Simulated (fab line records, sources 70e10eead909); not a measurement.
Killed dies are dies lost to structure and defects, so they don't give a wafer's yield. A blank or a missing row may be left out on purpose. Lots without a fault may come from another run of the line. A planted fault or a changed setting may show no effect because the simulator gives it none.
A struck lot beside a sound one | flow nand_harc | 14 steps out of a route of 1159
Sound: wafers L143.2, L143.4, L143.5. Struck: wafers L145.1, L145.2, L145.4. The cause comes at the end.
At each step with rows: each side's tool, then ch and its chambers, then its first start. Under that, the readings that differ: sound wafers | struck wafers | difference of the means | sigmas: that difference in standard deviations of wafers without a fault.
alike: readings whose means differ by less than 2 such deviations, and words and numbers that are the same on both sides. not compared: withheld readings, readings that some wafer has no value for, bounds like >300 that may hide the same value, and numbers for which the record gives no deviation and whose values overlap.
The two part at a step that has a row with sigmas, a row that says differs or no value, or rows on one side only. Numbers that don't overlap but have no deviation are shown without sigmas and don't part them. A reading that every wafer of one side lacks parts them only if that side has two wafers or more.

NHARC_A_ZERO_WELL_INSPECT_17:
  sound on defect_inspect-01, day 9 02:26; struck on defect_inspect-02, day 10 02:33
  alike: raw_defect_count
then, 3 steps without rows for these wafers: NHARC_A_SOURCE_PLATE_PRECLEAN_00 (cleans in HF-LAST, time 60 s); NHARC_A_SOURCE_PLATE_SRD_01; NHARC_A_SOURCE_PLATE_OXIDE_02 (material SiO2, target thk 10 nm, ox time 1362 s).
NHARC_A_SOURCE_PLATE_THK_MEAS_09: measures by ellipsometry.
  sound on film_metro-02, day 9 12:29; struck on film_metro-01, day 10 09:59
  alike: thk_nm
then, 3 steps without rows for these wafers: NHARC_A_SOURCE_PLATE_PVD_04 (deposits WSi2, target thk 50 nm); NHARC_A_SOURCE_PLATE_CVD_03 (deposits poly-Si, target thk 200 nm, time 4000 s); NHARC_A_SOURCE_PLATE_ANNEAL_05 (time 1800 s).
NHARC_A_SOURCE_PLATE_THK_MEAS_06: measures by ellipsometry.
  sound on film_metro-01, day 10 02:09; struck on film_metro-02, day 11 00:41
  alike: thk_nm
NHARC_A_SOURCE_PLATE_INSPECT_08:
  sound on defect_inspect-01, day 10 02:14; struck on defect_inspect-02, day 11 00:47
  alike: raw_defect_count
NHARC_A_ONON_D1_DEP_00: target thk 1000 nm.
  sound on pecvd_onon-01 ch 0, day 10 02:22; struck on pecvd_onon-02 ch 0, day 11 00:51
  alike: nh3_flow_sccm
NHARC_A_ONON_D1_THK_MEAS_02: measures by ellipsometry.
  sound on film_metro-01, day 10 02:49; struck on film_metro-02, day 11 01:22
  reading     | sound       | struck         | difference | sigmas
  thk_nm (nm) | 986 986 986 | 1422 1422 1422 | +436       | +53
then, 1 step without rows for these wafers: NHARC_A_ONON_D1_DEP_03 (target thk 1000 nm).
-- the record jumps here: 12 days lie between the struck wafers' starts before and after (it left off in module A_ONON_D1 and takes up again in module END, whose first step shown is number 1159 of the route) --
NHARC_END_SORT_01:
  the record has rows for the struck wafers here (prober-02 ch 0, day 22 13:29) and none for the sound ones

WHERE THEY PART
First at NHARC_A_ONON_D1_THK_MEAS_02; last, within this record, at NHARC_END_SORT_01.

WHY: what the simulator had put in
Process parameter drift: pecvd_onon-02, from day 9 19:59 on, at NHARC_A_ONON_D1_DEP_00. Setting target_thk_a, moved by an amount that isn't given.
